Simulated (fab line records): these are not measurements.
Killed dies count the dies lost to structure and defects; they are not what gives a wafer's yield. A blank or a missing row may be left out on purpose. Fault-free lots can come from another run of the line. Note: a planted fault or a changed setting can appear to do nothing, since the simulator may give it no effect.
2 desks looking at one fault ; flow n5 finfet ; only its own numbers are on each desk; what lay behind them is given at the end

## FROM THE METROLOGY DESK
What the gauges read, lot by lot, whatever tool the lot ran on: means of the sampled wafers that have a number. If a lot's mean is further than 4 standard deviations from the usual mean, the lot is out of limits and carries the mark OUT (the distance appears in the brackets).
Columns: A = M2_OVL at N5_BEOL_M2_OVL_MEAS_12, usual 0.1 nm
lot;first seen here;A
L448;day 6 11:35;-0.7
L450;day 7 02:28;-0.3
L452;day 7 11:53;1.2
L454;day 8 08:22;-0.5
L456;day 8 15:54;-0.7
L459;day 9 03:35;-0.1
L460;day 9 22:25;0.1
L464;day 10 12:08;0.2
L466;day 11 00:18;0.7
L467;day 11 10:16;0.7
L468;day 11 21:14;0.8
L469;day 13 14:47;-0.5
This desk found nothing out of limits on any of the 12 lots.

## TOOL OWNER'S DESK, rie diel-03
The tool's own readings at N5_BEOL_M2_ETCH_74 (etches underlayer in N2/H2, target depth 6.5 nm, time 5.2 s): means of the sampled wafers that have a number, for each lot that ran on this tool. If a lot's mean is further than 4 standard deviations from the usual mean, the lot is out of limits and carries the mark OUT (the distance appears in the brackets).
Columns: A = drypump motor current A at N5_BEOL_M2_ETCH_74, usual 5.8 A; B = etch rf on time s at N5_BEOL_M2_ETCH_74, usual 5.25 s; C = oes product au at N5_BEOL_M2_ETCH_74, usual 0.67 a.u.; D = rf vpp V at N5_BEOL_M2_ETCH_74, usual 524 V; E = showerhead plenum p Torr at N5_BEOL_M2_ETCH_74, usual 2.56 Torr; F = throttle valve pct at N5_BEOL_M2_ETCH_74, usual 17.85 %
lot;first seen here;A;B;C;D;E;F
L452;day 7 12:23;5.8;5.15;0.59;525;2.58;18.03
L459;day 9 03:49;5.7;5.20;0.58;525;2.55;18.06
L460;day 9 22:32;5.8;5.30;0.67;523;2.51;17.79
L464;day 10 12:31;5.2;6.21 (+8.0) OUT;0.77;523;2.48;17.59
This desk's verdict: out of limits on L464, starting with L464 at day 10 12:31 (etch rf on time s at N5_BEOL_M2_ETCH_74). L452, L459, L460 stayed within limits.

## ALL TOGETHER
At day 10 12:31, on L464, the tool owner's desk was in a position to raise an alarm.
Metrology desk: nothing out of limits seen.
The metrology desk has L464 on record, within its limits.
All the named lots went through N5_BEOL_M2_ETCH_74 on rie diel-03.

## WHAT THE SIMULATOR HAD PUT IN
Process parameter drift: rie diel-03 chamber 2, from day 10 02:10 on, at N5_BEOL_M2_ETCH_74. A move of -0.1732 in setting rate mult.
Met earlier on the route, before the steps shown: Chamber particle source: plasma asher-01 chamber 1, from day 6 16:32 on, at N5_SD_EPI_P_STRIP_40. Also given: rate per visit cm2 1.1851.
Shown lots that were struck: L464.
Hours from the fault's start to each desk's first reading out of limits: the tool owner's desk, 10.
